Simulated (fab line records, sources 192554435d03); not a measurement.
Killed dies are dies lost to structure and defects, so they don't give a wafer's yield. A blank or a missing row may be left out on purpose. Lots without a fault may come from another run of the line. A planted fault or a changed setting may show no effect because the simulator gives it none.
Chamber matching | flow n5_finfet | N5_BEOL_M9_ETCH_66 on rie_diel-03: 4 sister chambers
The step etches SOC in N2/H2, target depth 80 nm, overetch 16 nm, time 120 s. 8 wafers are shown with their chamber, then 8 later ones without.

WAFERS WITH THEIR CHAMBER
wafer  | chamber | showerhead_plenum_p_Torr (Torr) | drypump_motor_current_A (A)
L077.2 | 2       | 2.71                            | 5.3
L080.5 | 1       | 2.61                            | 6.1
L082.5 | 3       | 2.70                            | 5.5
L084.4 | 2       | 2.70                            | 5.4
L086.2 | 0       | 2.46                            | 4.8
L086.3 | 3       | 2.69                            | 5.5
L086.4 | 1       | 2.60                            | 6.0
L093.3 | 0       | 2.46                            | 4.8

WAFERS WITHOUT THEIR CHAMBER
wafer  | showerhead_plenum_p_Torr (Torr) | drypump_motor_current_A (A)
L093.4 | 2.70                            | 5.3
L093.5 | 2.60                            | 6.0
L091.1 | 2.69                            | 5.5
L091.3 | 2.69                            | 5.3
L091.6 | 2.69                            | 5.5
L096.2 | 2.68                            | 5.5
L096.3 | 2.69                            | 5.3
L096.6 | 2.69                            | 5.3

WHICH CHAMBER EACH WENT THROUGH
wafer  | from the rows above     | in truth
L093.4 | 2                       | 2
L093.5 | 1                       | 1
L091.1 | 3                       | 3
L091.3 | can't be placed: 2 or 3 | 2
L091.6 | 3                       | 3
L096.2 | 3                       | 3
L096.3 | can't be placed: 2 or 3 | 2
L096.6 | can't be placed: 2 or 3 | 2
Placed correctly: 5 of 8. Can't be placed from these rows: 3 (the true chamber is among the candidates in 3). Placed wrongly: 0.
How it was worked out, from the rows above alone: a wafer's distance from a chamber is the root of the sum, over the readings, of the square of ((its reading less the chamber's mean) divided by the reading's scatter). The wafer belongs to the nearest chamber; if the next one is less than 2 further off, it can't be placed. A chamber's mean is the mean of its shown wafers. The scatter: the root of (the sum of the squares of (reading less its chamber's mean) over the shown wafers, divided by (wafers less chambers)).
